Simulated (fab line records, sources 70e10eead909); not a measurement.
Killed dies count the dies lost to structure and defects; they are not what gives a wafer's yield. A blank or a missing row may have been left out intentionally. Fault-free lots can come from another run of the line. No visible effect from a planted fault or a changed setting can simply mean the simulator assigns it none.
Which tool was responsible? :: flow nand-harc :: Sampling: 13 lots, 39 wafers, 6 of 1159 route steps

## WHAT THE GAUGES SHOWED, per wafer
NHARC_P_M2_INSPECT_11.
lot: L391
measured: day 6 04:26
on: defect-inspect-01
raw-defect-count: 5 3 3

lot: L393
measured: day 6 23:17
on: defect-inspect-02
raw-defect-count: 7 5 3

lot: L395
measured: day 7 05:31
on: defect-inspect-02
raw-defect-count: 0 2 2

lot: L396
measured: day 7 06:23
on: defect-inspect-02
raw-defect-count: 5 2 5

lot: L397
measured: day 7 07:10
on: defect-inspect-01
raw-defect-count: 3 4 3

lot: L398
measured: day 8 04:19
on: defect-inspect-02
raw-defect-count: 3 1 2

lot: L399
measured: day 8 07:55
on: defect-inspect-02
raw-defect-count: 4 4 1

lot: L400
measured: day 8 08:53
on: defect-inspect-01
raw-defect-count: 4 3 2

lot: L406
measured: day 10 07:02
on: defect-inspect-02
raw-defect-count: 3 5 1214

lot: L407
measured: day 10 11:14
on: defect-inspect-01
raw-defect-count: 7 4 2

lot: L408
measured: day 10 14:44
on: defect-inspect-01
raw-defect-count: 1245 4 3

lot: L411
measured: day 11 06:25
on: defect-inspect-02
raw-defect-count: 4 7 7

lot: L414
measured: day 11 17:00
on: defect-inspect-02
raw-defect-count: 1 1 3

NHARC_P_M2_CD_MEAS_16.
lot: L391
measured: day 6 04:48
on: cd-sem-03
cd-nm (nm): 171.9 169.7 168.6

lot: L393
measured: day 6 23:43
on: cd-sem-03
cd-nm (nm): 169.7 170.2 169.6

lot: L395
measured: day 7 05:53
on: cd-sem-03
cd-nm (nm): 169.8 167.6 168.3

lot: L396
measured: day 7 06:46
on: cd-sem-01
cd-nm (nm): 170.0 170.5 171.2

lot: L397
measured: day 7 07:32
on: cd-sem-02
cd-nm (nm): 170.2 171.3 170.2

lot: L398
measured: day 8 04:41
on: cd-sem-02
cd-nm (nm): 171.2 169.8 171.0

lot: L399
measured: day 8 08:17
on: cd-sem-02
cd-nm (nm): 169.2 169.9 169.1

lot: L400
measured: day 8 09:15
on: cd-sem-02
cd-nm (nm): 168.2 168.9 170.9

lot: L406
measured: day 10 07:25
on: cd-sem-02
cd-nm (nm): 170.7 169.7 169.6

lot: L407
measured: day 10 11:36
on: cd-sem-01
cd-nm (nm): 168.6 170.2 169.4

lot: L408
measured: day 10 15:07
on: cd-sem-01
cd-nm (nm): 167.5 169.0 169.7

lot: L411
measured: day 11 06:47
on: cd-sem-03
cd-nm (nm): 168.2 169.1 168.3

lot: L414
measured: day 11 17:51
on: cd-sem-01
cd-nm (nm): 170.1 170.0 167.5

NHARC_END_SORT_01.
lot: L406
measured: day 23 17:41
on: prober-02
defect-limited-yield (%): 97.8 96.9 83.2
killed-at-array: 13 18 8
killed-at-other: 0 0 0
killed-at-periphery: 2 3 106
killed-dies: 15 21 114
killed-open: 2 2 1
killed-short: 2 3 0
sort_bin_2_pct (%): 0.7 0.6 7.1
sort_bin_3_pct (%): 0.15 0.30 5.32
sort_bin_4_pct (%): 1.3 2.2 4.4
sort-n-pass: 662 656 563
sort-rim-yield-pct (%): 97 97 98
sort-yield-pct (%): 97.8 96.9 83.2

lot: L408
measured: day 24 05:43
on: prober-02
defect-limited-yield (%): 78.9 94.5 92.8
killed-at-array: 40 37 44
killed-at-other: 1 0 3
killed-at-periphery: 102 0 2
killed-dies: 143 37 49
killed-open: 4 4 2
killed-short: 2 2 1
sort_bin_2_pct (%): 8.4 1.9 3.8
sort_bin_3_pct (%): 5.76 0.30 0
sort_bin_4_pct (%): 6.9 3.2 3.4
sort-n-pass: 534 640 628
sort-rim-yield-pct (%): 86 93 86
sort-yield-pct (%): 78.9 94.5 92.8

## EACH LOT AND THE TOOL THAT RAN IT (in order: tool; ch and the chambers of the sampled wafers; start)
lot: L391
NHARC_P_M1_DEP_33: pecvd-01 ch 0,2, day 6 03:04
NHARC_P_M2_DEP_00: pecvd-02 ch 0,1, day 6 03:28
NHARC_P_M2_ETCH_15: rie-diel-02 ch 1,2,3, day 6 04:48 or earlier

lot: L393
NHARC_P_M1_DEP_33: pecvd-03 ch 0,2, day 6 21:57
NHARC_P_M2_DEP_00: pecvd-03 ch 0,2, day 6 22:18
NHARC_P_M2_ETCH_15: rie-diel-05 ch 1,2,3, day 6 23:43 or earlier

lot: L395
NHARC_P_M1_DEP_33: pecvd-03 ch 0,1, day 7 04:14
NHARC_P_M2_DEP_00: pecvd-02 ch 0,2, day 7 04:34
NHARC_P_M2_ETCH_15: rie-diel-02 ch 0,2,3, day 7 05:53 or earlier

lot: L396
NHARC_P_M1_DEP_33: pecvd-03 ch 0,1,2, day 7 05:11
NHARC_P_M2_DEP_00: pecvd-01 ch 1,2, day 7 05:36
NHARC_P_M2_ETCH_15: rie-diel-02 ch 0,1,2, day 7 06:46 or earlier

lot: L397
NHARC_P_M1_DEP_33: pecvd-02 ch 0,1,2, day 7 05:47
NHARC_P_M2_DEP_00: pecvd-01 ch 0,2, day 7 06:17
NHARC_P_M2_ETCH_15: rie-diel-05 ch 0,1, day 7 07:32 or earlier

lot: L398
NHARC_P_M1_DEP_33: pecvd-03 ch 1,2, day 8 02:54
NHARC_P_M2_DEP_00: pecvd-02 ch 0,1, day 8 03:23
NHARC_P_M2_ETCH_15: rie-diel-02 ch 0,1,3, day 8 04:41 or earlier

lot: L399
NHARC_P_M1_DEP_33: pecvd-01 ch 1,2, day 8 06:40
NHARC_P_M2_DEP_00: pecvd-01 ch 0,1,2, day 8 07:07
NHARC_P_M2_ETCH_15: rie-diel-02 ch 0,1,2, day 8 08:17 or earlier

lot: L400
NHARC_P_M1_DEP_33: pecvd-01 ch 0,1, day 8 07:37
NHARC_P_M2_DEP_00: pecvd-01 ch 0,1, day 8 07:55
NHARC_P_M2_ETCH_15: rie-diel-02 ch 0,2,3, day 8 09:15 or earlier

lot: L406
NHARC_P_M1_DEP_33: pecvd-01 ch 1,2, day 10 05:45
NHARC_P_M2_DEP_00: pecvd-01 ch 0,1, day 10 06:08
NHARC_P_M2_ETCH_15: rie-diel-05 ch 1,2,3, day 10 07:25 or earlier

lot: L407
NHARC_P_M1_DEP_33: pecvd-03 ch 0,2, day 10 09:52
NHARC_P_M2_DEP_00: pecvd-02 ch 0,2, day 10 10:17
NHARC_P_M2_ETCH_15: rie-diel-02 ch 0,2,3, day 10 11:36 or earlier

lot: L408
NHARC_P_M1_DEP_33: pecvd-03 ch 0,1,2, day 10 13:29
NHARC_P_M2_DEP_00: pecvd-01 ch 0,1,2, day 10 13:56
NHARC_P_M2_ETCH_15: rie-diel-02 ch 0,1,3, day 10 15:07 or earlier

lot: L411
NHARC_P_M1_DEP_33: pecvd-02 ch 0,1,2, day 11 05:03
NHARC_P_M2_DEP_00: pecvd-02 ch 1,2, day 11 05:26
NHARC_P_M2_ETCH_15: rie-diel-02 ch 1,2,3, day 11 06:47 or earlier

lot: L414
NHARC_P_M1_DEP_33: pecvd-01 ch 0,2, day 11 15:45
NHARC_P_M2_DEP_00: pecvd-02 ch 0,2, day 11 16:10
NHARC_P_M2_ETCH_15: rie-diel-02 ch 1,2,3, day 11 17:51 or earlier
- NHARC_P_M1_DEP_33: deposits SiCN, target thk 30 nm.
- NHARC_P_M2_DEP_00: deposits SiOC, target thk 182.5 nm.
- NHARC_P_M2_ETCH_15: etches the open film in C4F8/Ar, target depth 182.5 nm, time 91.2 s.

## AS READ BY THE TOOLS THEMSELVES (means over the sampled wafers that have a number; for cases with no such wafer, the mark the record gives instead)
NHARC_P_M1_DEP_33.
lot: L391
tool: pecvd-01
heater-power-w (W): 515

lot: L393
tool: pecvd-03
heater-power-w (W): 530

lot: L395
tool: pecvd-03
heater-power-w (W): 579

lot: L396
tool: pecvd-03
heater-power-w (W): 557

lot: L397
tool: pecvd-02
heater-power-w (W): 590

lot: L398
tool: pecvd-03
heater-power-w (W): 500

lot: L399
tool: pecvd-01
heater-power-w (W): 520

lot: L400
tool: pecvd-01
heater-power-w (W): 490

lot: L406
tool: pecvd-01
heater-power-w (W): 519

lot: L407
tool: pecvd-03
heater-power-w (W): 505

lot: L408
tool: pecvd-03
heater-power-w (W): 596

lot: L411
tool: pecvd-02
heater-power-w (W): 607

lot: L414
tool: pecvd-01
heater-power-w (W): 565

NHARC_P_M2_ETCH_15.
lot: L391
tool: rie-diel-02
oes-product-au (a.u.): 0.933
rf-vpp-V (V): 445

lot: L393
tool: rie-diel-05
oes-product-au (a.u.): 0.923
rf-vpp-V (V): 439

lot: L395
tool: rie-diel-02
oes-product-au (a.u.): 0.978
rf-vpp-V (V): 443

lot: L396
tool: rie-diel-02
oes-product-au (a.u.): 0.973
rf-vpp-V (V): 442

lot: L397
tool: rie-diel-05
oes-product-au (a.u.): 0.929
rf-vpp-V (V): 438

lot: L398
tool: rie-diel-02
oes-product-au (a.u.): 0.959
rf-vpp-V (V): 443

lot: L399
tool: rie-diel-02
oes-product-au (a.u.): 0.978
rf-vpp-V (V): 442

lot: L400
tool: rie-diel-02
oes-product-au (a.u.): 0.971
rf-vpp-V (V): 443

lot: L406
tool: rie-diel-05
oes-product-au (a.u.): 0.932
rf-vpp-V (V): 439

lot: L407
tool: rie-diel-02
oes-product-au (a.u.): 0.963
rf-vpp-V (V): 444

lot: L408
tool: rie-diel-02
oes-product-au (a.u.): 0.963
rf-vpp-V (V): 443

lot: L411
tool: rie-diel-02
oes-product-au (a.u.): 0.967
rf-vpp-V (V): 445

lot: L414
tool: rie-diel-02
oes-product-au (a.u.): 0.932
rf-vpp-V (V): 445

## THE ANSWER, worked out from the rows above alone
Rule: the usual values come from the lots themselves. Put in order of their means at a reading, lots are off if they are a third of the lots or fewer, leave a main group of 4 or more, and stand apart from it by a gap of 3 or more times the standard deviation of the main group's means; of several such gaps the widest counts. The tables above print the reading to a certain number of digits; a main group whose means all agree to those digits is not used. A lot without any number at a reading at which 4 lots or more have one is off too. Any other lot the step has rows for is counted as sound. After the gauges, taken in route order, come the tools' own readings; for these a lot's mean is taken, as printed above. The first step at which some lot is off is used, and at that step the reading that is off furthest; a lot without a number counts as furthest.
Off at NHARC_P_M2_INSPECT_11 (raw-defect-count): L406, L408. Mean 3.4 and standard deviation 1.4 in the main group.
If a tool, at a process step before that reading, ran all the lots that are off and no sound lot after the first of them, it fits. The gauges at NHARC_P_M2_INSPECT_11 are tried like those tools. One candidate fits, namely pecvd-01 at NHARC_P_M2_DEP_00. Its last sound lot is L400 (day 8 07:55), its first lot that is off L406 (day 10 06:08): a fault that began between those two fits.

## WHAT WAS PUT IN BY THE SIMULATOR
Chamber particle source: pecvd-01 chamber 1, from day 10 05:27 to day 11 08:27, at NHARC_P_M2_DEP_00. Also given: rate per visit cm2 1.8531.
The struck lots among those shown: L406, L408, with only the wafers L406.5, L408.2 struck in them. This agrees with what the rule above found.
